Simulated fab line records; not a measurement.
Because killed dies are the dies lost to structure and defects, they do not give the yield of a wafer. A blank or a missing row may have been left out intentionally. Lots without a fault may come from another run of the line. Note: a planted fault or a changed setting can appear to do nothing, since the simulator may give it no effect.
Chamber matching | flow n5_finfet | ald_sin-02 running N5_BEOL_M0_SAQP_SPACER1_ALD_98: 4 sister chambers
The step deposits SiO2, target thk 12.8 nm, pulse time 1 s, purge time 2 s. 14 wafers are shown with their chamber, then 7 later ones without.

== WAFERS PAIRED WITH THEIR CHAMBERS ==
wafer  | chamber | heater_power_w (W) | precursor_pulse_height_rel | chamber_pressure_Torr (Torr)
L988.2 | 1       | 522                | 0.979                      | 1.997
L988.3 | 0       | 502                | 0.964                      | 2.005
L988.5 | 3       | 442                | 0.999                      | 2.006
L990.3 | 3       | 451                | 0.953                      | 2.002
L990.4 | 1       | 526                | 1.022                      | 2.005
L990.6 | 1       | 525                | 1.018                      | 2.008
L992.1 | 3       | 433                | 1.013                      | 2.001
L992.2 | 2       | 434                | 1.036                      | 2.008
L992.5 | 2       | 424                | 0.987                      | 2.006
L998.2 | 2       | 425                | 0.995                      | 1.996
L998.3 | 3       | 435                | 1.002                      | 2.000
L998.6 | 2       | 426                | 1.005                      | 1.999
L108.2 | 1       | 544                | 0.978                      | 1.997
L108.3 | 0       | 471                | 1.020                      | 2.001

SIGNATURES, as means of the wafers listed above
reading                    | chamber 0 | chamber 1 | chamber 2 | chamber 3 | scatter within a chamber
heater_power_w             | 486.50    | 529.25    | 427.25    | 440.25    | 10.2
precursor_pulse_height_rel | 0.99200   | 0.99925   | 1.00575   | 0.99175   | 0.0261
chamber_pressure_Torr      | 2.00300   | 2.00175   | 2.00225   | 2.00225   | 0.00469
Rule: a wafer lies at a distance from a chamber equal to the root of the sum of squares, over the readings, of (its reading less the chamber's mean, divided by the reading's scatter). The wafer belongs to the nearest chamber; if the next one is less than 2 further off, it can't be placed. How the scatter is found: for the shown wafers, subtract from each reading the mean of its chamber, square and add these, divide the total by (wafers less chambers), then take the root.

== WAFERS WITH NO CHAMBER GIVEN ==
wafer  | heater_power_w (W) | precursor_pulse_height_rel | chamber_pressure_Torr (Torr)
L108.4 | 446                | 1.011                      | 1.997
L109.3 | 543                | 0.990                      | 2.000
L109.5 | 454                | 1.002                      | 1.998
L109.6 | 401                | 0.970                      | 2.001
L110.3 | 469                | 1.002                      | 1.995
L110.4 | 407                | 0.997                      | 2.000
L110.5 | 453                | 0.991                      | 1.999

== WHICH CHAMBER EACH WENT THROUGH ==
wafer  | from the rows above          | in truth
L108.4 | can't be placed: 3 or 2      | 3
L109.3 | 1                            | 1
L109.5 | can't be placed: 3 or 2 or 0 | 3
L109.6 | can't be placed: 2 or 3      | 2
L110.3 | can't be placed: 0 or 3 or 2 | 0
L110.4 | can't be placed: 2 or 3      | 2
L110.5 | can't be placed: 3 or 2 or 0 | 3
Correct placement for 1 of the 7. From these rows, 6 cannot be placed; in 6 the true chamber is one of the candidates. 0 placed wrongly.
